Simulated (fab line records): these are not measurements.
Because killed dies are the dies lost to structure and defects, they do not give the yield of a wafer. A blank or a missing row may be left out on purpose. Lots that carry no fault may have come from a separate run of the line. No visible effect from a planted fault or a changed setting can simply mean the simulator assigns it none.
Comparing a struck lot with a sound one | flow nand-harc | 15 steps out of a route of 1302
Sound: the wafers L469.1, L469.2, L469.4. The struck wafers were L477.1, L477.2, L477.4. The cause comes at the end.
At each step with rows: each side's tool, then ch and its chambers, then its first start. Under that, the readings that differ: sound wafers | struck wafers | difference of the means | sigmas: that difference in standard deviations of wafers without a fault.
alike: same words and numbers on both sides, and readings whose means sit less than 2 such deviations apart. not compared: any withheld reading, any reading some wafer has no value for, any bound like >300 that may hide the same value, and any number with overlapping values for which the record gives no deviation.
Wherever a step has rows on one side only, a row that says differs or no value, or a row with sigmas, the two part there. Numbers that have no deviation but don't overlap get no sigmas and don't part them. A reading missing from all wafers of one side parts the sides only when that side holds two or more wafers.

NHARC_P_M1_OVL_MEAS_10: pitch 260 nm.
  struck on overlay-01, day 12 15:13; sound on overlay-01, day 9 15:16
  alike: overlay-x-nm, overlay-y-nm
NHARC_P_M1_INSPECT_11:
  struck on defect-inspect-02, day 12 15:15; sound on defect-inspect-02, day 9 15:18
  alike: raw-defect-count
then, 1 step without rows for these wafers: NHARC_P_M1_DESCUM_14 (chemistry O2, time 3 s).
NHARC_P_M1_ETCH_35: etches the open film in N2/H2, target depth 40 nm, overetch 12 nm, time 43.94 s.
  sound on rie-diel-06 ch 0,1,3, day 9 15:28; struck on rie-diel-10 ch 0,2, day 12 15:25
  alike: drypump-motor-current-A, oes-product-au, rf-fwd-power-W, rf-vpp-V, showerhead-plenum-p-Torr, throttle-valve-pct
  not compared: rf-hours-counter-h
NHARC_P_M1_ETCH_15: etches the open film in C4F8/Ar, target depth 182.5 nm, time 91.2 s.
  sound on rie-diel-06 ch 0,1,2; struck on rie-diel-10 ch 0,2
  alike: oes-product-au, rf-fwd-power-W, rf-vpp-V
  not compared: rf-hours-counter-h
NHARC_P_M1_CD_MEAS_16:
  struck on cd-sem-03, day 12 15:40; sound on cd-sem-03, day 9 15:40
  alike: cd-nm
NHARC_P_M1_STRIP_18: strips in N2/H2.
  sound on rie-diel-10 ch 0,1,2, day 9 15:44; struck on rie-diel-06 ch 1,2,3, day 12 15:50
  reading                | sound  | struck | difference | sigmas
  rf-hours-counter-h (h) | 10 9 9 | 8 8 8  | -1         |
  alike: drypump-motor-current-A, oes-product-au, rf-fwd-power-W, rf-vpp-V, showerhead-plenum-p-Torr, throttle-valve-pct
NHARC_P_M1_ETCH_28: etches the open film in CF4/N2, target depth 30 nm, time 72.99 s.
  sound on rie-diel-10 ch 0,1,2; struck on rie-diel-06 ch 0,1,2
  reading                | sound  | struck | difference | sigmas
  rf-hours-counter-h (h) | 9 10 9 | 8 8 8  | -1         |
  alike: drypump-motor-current-A, oes-product-au, rf-fwd-power-W, rf-vpp-V, showerhead-plenum-p-Torr, throttle-valve-pct
then, 3 steps without rows for these wafers: NHARC_P_M1_STRIP_19 (strips in post etch residue remover, time 600 s); NHARC_P_M1_DEGAS_29 (time 60 s); NHARC_P_M1_PRE_CLEAN_30 (time 30 s).
NHARC_P_M1_PVD_20: deposits TaN, target thk 5 nm, time 8.06 s.
  sound on pvd-sputter-02; struck on pvd-sputter-01
  alike: bias-v, cathode-dc-power-W, throttle-valve-pct
NHARC_P_M1_PVD_21: deposits Cu, target thk 30 nm, time 20.49 s.
  struck on pvd-sputter-01, day 12 16:50; sound on pvd-sputter-02, day 9 16:37
  no value came back on the struck wafers for cathode-dc-power-W (W), chamber-pressure-pa (Pa), throttle-valve-pct (%); on the sound wafers cathode-dc-power-W (W) reads 5000.3 4998.4 4999.1
then, 1 step without rows for these wafers: NHARC_P_M1_ECD_22 (material Cu, target thk 400 nm).
-- the record jumps here: 17 days lie between the struck wafers' starts before and after (it left off in module P_M1 and takes up again in module END, whose first step shown is number 1302 of the route) --
NHARC_END_SORT_01:
  sound on prober-01 ch 0, day 27 20:34; struck on prober-01 ch 0, day 30 04:17
  reading                  | sound          | struck      | difference | sigmas
  defect-limited-yield (%) | 92.0 89.5 90.8 | 0 0 0       | -91        | -34
  killed-at-periphery      | 2 2 2          | 598 612 612 | +605       | +99 or more
  killed-dies              | 54 71 62       | 677 677 677 | +615       | +32
  alike: killed-at-array, killed-at-other, killed-open, killed-short
  not compared: hold

== WHERE THEY PART ==
Last at NHARC_END_SORT_01 as far as this record goes, first at NHARC_P_M1_PVD_21.

WHY: whatever the simulator had introduced
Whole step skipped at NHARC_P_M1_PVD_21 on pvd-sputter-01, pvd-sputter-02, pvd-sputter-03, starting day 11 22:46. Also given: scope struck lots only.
